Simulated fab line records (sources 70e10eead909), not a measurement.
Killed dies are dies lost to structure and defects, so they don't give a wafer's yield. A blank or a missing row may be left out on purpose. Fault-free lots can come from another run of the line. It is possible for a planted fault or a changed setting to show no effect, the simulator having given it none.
Chamber matching ; flow nand_harc ; 4 sister chambers for NHARC_A_STAIRCASE_DESCUM_291 on rie_diel-12
The step chemistry O2, time 3 s. 4 wafers are shown with their chamber, then 7 later ones without.

EACH WAFER AND ITS CHAMBER
wafer;chamber;showerhead_plenum_p_Torr (Torr)
L884.5;2;2.07
L889.4;1;1.87
L890.2;0;1.77
L890.3;3;1.95

WAFERS WHOSE CHAMBER IS MISSING
wafer;showerhead_plenum_p_Torr (Torr)
L890.4;2.06
L891.4;1.77
L891.5;1.87
L891.6;2.06
L893.3;1.87
L893.4;1.95
L893.5;2.06

CHAMBER TAKEN BY EACH
wafer;from the rows above;in truth
L890.4;2;2
L891.4;0;0
L891.5;1;1
L891.6;2;2
L893.3;1;1
L893.4;3;3
L893.5;2;2
Placed correctly: 7 of 7. From these rows, 0 cannot be placed. Wrongly placed: 0.
How it was worked out, from the rows above alone: a wafer's distance from a chamber is the root of the sum, over the readings, of the square of ((its reading less the chamber's mean) divided by the reading's scatter). The wafer belongs to the nearest chamber; if the next one is less than 2 further off, it can't be placed. For every chamber, the mean is computed from those of its wafers that are shown. The scatter: root of mean squared gap, hidden wafer to nearest shown wafer, with one shown wafer a chamber.
